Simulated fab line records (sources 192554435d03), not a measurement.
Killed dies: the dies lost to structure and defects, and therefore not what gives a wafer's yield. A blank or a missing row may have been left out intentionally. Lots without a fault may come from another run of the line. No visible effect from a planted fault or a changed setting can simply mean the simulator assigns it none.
Which of the tools did it?	flow n5-finfet	10 lots, 30 wafers sampled, at 5 steps of a route of 1938

== WHAT EACH GAUGE READ, for each wafer ==
N5_ZERO_LAYER_INSPECT_20: inspects for defects (darkfield).
lot	measured	on	raw-defect-count
L952	day 1 19:34	defect-inspect-02	47 49 29
L954	day 2 07:39	defect-inspect-02	24 53 24
L955	day 2 13:32	defect-inspect-01	38 40 41
L957	day 3 01:24	defect-inspect-01	47 56 36
L958	day 3 07:32	defect-inspect-01	27 25 43
L960	day 3 19:28	defect-inspect-02	98 39 17
L970	day 6 07:17	defect-inspect-02	33 33 63
L971	day 6 13:15	defect-inspect-02	34 37 19
L972	day 6 19:37	defect-inspect-01	17 36 39
L973	day 7 01:23	defect-inspect-01	9 32 23

N5_WELL_APT_INSPECT_10: inspects for defects (macro).
lot	measured	on	raw-defect-count
L952	day 1 19:55	defect-inspect-01	2 2 1
L954	day 2 08:00	defect-inspect-02	3 3 4
L955	day 2 13:53	defect-inspect-02	4 1 5
L957	day 3 01:46	defect-inspect-02	1 4 2
L958	day 3 07:53	defect-inspect-01	1 1 1
L960	day 3 19:58	defect-inspect-02	1 3 2
L970	day 6 07:38	defect-inspect-01	0 1 3
L971	day 6 13:37	defect-inspect-01	1 1 1
L972	day 6 20:05	defect-inspect-02	3 1 2
L973	day 7 01:52	defect-inspect-02	3 1 7

N5_BEOL_M4_RC_MEAS_101.
lot	measured	on	CJ_P	DIBL_N (mV/V)	DIBL_P (mV/V)	IOFF_N (nA/um)	IOFF_P (nA/um)	ION_N (uA/um)	ION_P (uA/um)	SS_N (mV/dec)	SS_P (mV/dec)	VT_N (mV)	VT_P (mV)
L952	day 8 17:43	prober-02	5.78 5.68 5.86	34.2 34.8 36.8	33.1 34.2 35.6	0.127 0.133 0.163	0.17 0.19 0.21	658 660 668	450 454 462	71.2 70.8 72.0	73.0 73.5 72.5	253 252 252	-252 -252 -250
L954	day 9 17:08	prober-02	6.03 6.12 5.47	38.1 39.7 37.4	36.5 38.4 35.3	0.204 0.260 0.191	0.25 0.31 0.24	697 698 683	472 477 469	72.2 72.9 72.1	73.0 73.5 73.2	248 243 247	-247 -241 -247
L955	day 9 19:52	prober-01	5.50 6.08 5.72	37.4 34.0 35.3	39.1 34.9 35.5	0.216 0.136 0.154	0.26 0.20 0.19	689 673 667	473 460 454	71.9 70.8 71.1	73.9 73.1 73.5	241 251 250	-246 -253 -253
L957	day 10 00:43	prober-01	6.08 5.99 5.46	35.7 37.6 37.2	36.0 38.7 38.2	0.152 0.200 0.187	0.24 0.28 0.27	668 680 688	469 470 472	71.6 71.9 72.0	73.0 73.7 74.3	248 246 244	-247 -248 -246
L958	day 11 03:57	prober-01	4.29 4.37 4.15	35.2 35.8 37.1	35.2 34.8 37.6	0.121 0.130 0.148	0.18 0.16 0.21	656 657 664	444 443 455	71.2 71.6 71.6	73.4 72.6 73.7	254 257 252	-258 -257 -255
L960	day 10 09:16	prober-01	4.48 4.33 4.30	38.3 38.0 38.2	38.9 37.1 38.3	0.176 0.173 0.184	0.30 0.25 0.29	669 692 678	465 475 471	71.5 71.6 71.8	74.8 73.7 74.4	248 247 247	-244 -247 -242
L970	day 13 05:46	prober-02	5.66 6.20 6.03	39.8 34.7 37.9	38.1 34.4 36.6	0.211 0.128 0.181	0.25 0.20 0.24	673 667 677	456 459 458	72.7 70.1 72.7	74.5 72.9 73.4	243 251 246	-251 -249 -248
L971	day 13 16:05	prober-02	5.67 5.87 6.07	39.1 38.5 39.0	37.3 36.3 38.0	0.199 0.188 0.196	0.22 0.21 0.25	683 695 679	460 470 462	71.9 71.4 71.4	73.5 73.1 73.4	247 245 245	-250 -250 -246
L972	day 13 23:15	prober-02	5.83 5.65 5.81	35.5 38.6 36.9	34.9 39.7 37.1	0.113 0.190 0.152	0.14 0.20 0.16	649 673 675	443 453 455	71.2 72.2 71.9	72.3 73.7 72.9	257 250 251	-262 -253 -258
L973	day 14 19:29	prober-01	5.71 5.41 5.85	36.1 37.3 33.1	37.1 39.1 34.9	0.157 0.196 0.117	0.22 0.26 0.19	657 689 652	458 472 460	71.7 71.7 70.8	73.4 73.6 72.5	253 247 253	-250 -248 -250

== EACH LOT AND THE TOOL THAT RAN IT (in order: tool; ch and the chambers of the sampled wafers; start) ==
lot	N5_ZERO_LAYER_ETCH_17	N5_WELL_APT_IMPLANT_15
L952	rie-diel-05 ch 0,2, day 1 19:02	implanter-02 ch 0, day 1 20:14
L954	rie-diel-05 ch 0,1,2, day 2 07:06	implanter-02 ch 0, day 2 08:21
L955	rie-diel-05 ch 1,2,3, day 2 12:43	implanter-01 ch 0, day 2 14:26
L957	rie-diel-04 ch 0,1,3, day 3 00:50	implanter-01 ch 0, day 3 02:06
L958	rie-diel-04 ch 0,3, day 3 06:59	implanter-01 ch 0, day 3 08:13
L960	rie-diel-02 ch 0,2,3, day 3 18:56	implanter-01 ch 0, day 3 20:20
L970	rie-diel-02 ch 2,3, day 6 06:44	implanter-01 ch 0, day 6 08:03
L971	rie-diel-04 ch 0,1,3, day 6 12:43	implanter-01 ch 0, day 6 13:55
L972	rie-diel-02 ch 0,3, day 6 19:04	implanter-01 ch 0, day 6 20:35
L973	rie-diel-02 ch 2,3, day 7 00:50	implanter-01 ch 0, day 7 02:12
- N5_ZERO_LAYER_ETCH_17: etches SiO2 in CF4, target depth 12 nm, time 13.3 s.
- N5_WELL_APT_IMPLANT_15

== WHAT THE TOOLS THEMSELVES READ (means of the sampled wafers that have a number; where no wafer has one, the mark that the record gives instead) ==
N5_ZERO_LAYER_ETCH_17.
lot	tool	drypump-motor-current-A (A)	oes-product-au (a.u.)	rf-vpp-V (V)	showerhead-plenum-p-Torr (Torr)	throttle-valve-pct (%)
L952	rie-diel-05	5.4	0.78	943	2.06	15.68
L954	rie-diel-05	5.7	0.76	946	2.09	15.71
L955	rie-diel-05	5.9	0.84	950	2.17	15.61
L957	rie-diel-04	5.4	0.74	944	2.08	15.78
L958	rie-diel-04	5.7	0.78	945	2.06	15.79
L960	rie-diel-02	5.7	0.79	951	2.17	15.77
L970	rie-diel-02	5.8	0.93	953	2.21	15.49
L971	rie-diel-04	5.4	0.73	945	2.07	15.81
L972	rie-diel-02	5.7	0.89	948	2.11	15.64
L973	rie-diel-02	5.8	0.91	953	2.21	15.50

N5_WELL_APT_IMPLANT_15.
lot	tool	dose-ions-cm2	faraday-current-uA
L952	implanter-02	1.4997e+13	190
L954	implanter-02	1.5010e+13	189
L955	implanter-01	1.4997e+13	194
L957	implanter-01	1.4992e+13	192
L958	implanter-01	7.7707e+12	98
L960	implanter-01	7.7597e+12	98
L970	implanter-01	1.4997e+13	187
L971	implanter-01	1.4979e+13	188
L972	implanter-01	1.4993e+13	188
L973	implanter-01	1.5021e+13	190

== THE ANSWER, worked out from the rows above alone ==
Rule: the usual values come from the lots themselves. The widest of any qualifying gaps counts: lots, ordered by their means at a reading, are off when they make up no more than a third of the lots, leave a main group of 4 or more, and stand apart from it by 3 or more times the standard deviation of that group's means. If all means in a main group match to the digits the tables above print for the reading, that group is not used. A lot without any number at a reading at which 4 lots or more have one is off too. All remaining lots with rows at the step are treated as sound. Order of review: gauges by route order, followed by the tools' own readings, for which a lot's mean as printed above is used. The first step at which some lot is off is used, and at that step the reading that is off furthest; a lot without a number counts as furthest.
Off: L958, L960, seen at N5_BEOL_M4_RC_MEAS_101 (CJ_P). The main group has a mean of 5.81 with a standard deviation of 0.087.
If a tool, at a process step before that reading, ran all the lots that are off and no sound lot after the first of them, it fits. The gauges at N5_BEOL_M4_RC_MEAS_101 aren't tried: what is off there is off at N5_WELL_APT_IMPLANT_15 too, on other tools, and a gauge's error can't cause that. Not one of the candidates tried fits.

== WHAT THE SIMULATOR HAD INSERTED ==
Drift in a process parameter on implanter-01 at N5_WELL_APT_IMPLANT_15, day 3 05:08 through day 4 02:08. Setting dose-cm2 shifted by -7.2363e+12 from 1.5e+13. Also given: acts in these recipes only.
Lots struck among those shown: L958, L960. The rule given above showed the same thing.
